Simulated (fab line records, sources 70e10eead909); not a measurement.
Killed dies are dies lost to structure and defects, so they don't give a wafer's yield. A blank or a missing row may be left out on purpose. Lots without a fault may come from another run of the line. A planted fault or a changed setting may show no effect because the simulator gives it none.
Which tool did it? | flow nand_harc | 6 lots, 18 wafers sampled, at 3 steps of a route of 1159

WHAT THE GAUGES READ, wafer by wafer
NHARC_A_BONDPAD_THK_MEAS_30: measures by ellipsometry.
lot  | measured     | on            | thk_nm (nm)
L781 | day 18 09:43 | film_metro-02 | 199.8 200.9 198.8
L784 | day 19 02:46 | film_metro-02 | 196.3 200.0 197.6
L787 | day 20 06:22 | film_metro-02 | 196.0 200.0 199.7
L794 | day 22 14:08 | film_metro-01 | 200.2 203.0 200.1
L796 | day 22 16:08 | film_metro-02 | 201.1 200.4 198.9
L799 | day 23 05:25 | film_metro-01 | 197.1 198.2 198.9

WHICH TOOL RAN EACH LOT (tool, then ch and the chambers of the sampled wafers, then the start)
lot  | NHARC_A_M1_ETCH_35                 | NHARC_A_M1_CMP_23
L781 | rie_diel-03 ch 0,2, day 18 05:33   | cmp-01 ch 1,3, day 18 07:53
L784 | rie_diel-03 ch 1,2, day 18 22:52   | cmp-01 ch 1,2, day 19 00:53
L787 | rie_diel-11 ch 0,1,2, day 20 02:29 | cmp-02 ch 1,2,3, day 20 04:31
L794 | rie_diel-03 ch 1,2, day 22 10:13   | cmp-01 ch 0,2, day 22 12:16
L796 | rie_diel-05 ch 0,2,3, day 22 11:30 | cmp-02 ch 1,2,3, day 22 13:44
L799 | rie_diel-11 ch 0,1, day 23 01:34   | cmp-02 ch 0,2,3, day 23 03:39
- NHARC_A_M1_ETCH_35: etches the open film in N2/H2, target depth 40 nm, overetch 12 nm, time 43.94 s.
- NHARC_A_M1_CMP_23: polishes, t overpolish 20 s, target thk 154.34 nm.

THE ANSWER, worked out from the rows above alone
Rule: what is usual is taken from the lots themselves. Put in order of their means at a reading, lots are off if they are a third of the lots or fewer, leave a main group of 4 or more, and stand apart from it by a gap of 3 or more times the standard deviation of the main group's means; of several such gaps the widest counts. A main group whose means are all the same, to the digits that the tables above print for the reading, isn't used. A lot without any number at a reading at which 4 lots or more have one is off too. The other lots that the step has rows for count as sound.
No lot is off at any reading shown: from this, nothing can be told.

WHAT THE SIMULATOR HAD PUT IN
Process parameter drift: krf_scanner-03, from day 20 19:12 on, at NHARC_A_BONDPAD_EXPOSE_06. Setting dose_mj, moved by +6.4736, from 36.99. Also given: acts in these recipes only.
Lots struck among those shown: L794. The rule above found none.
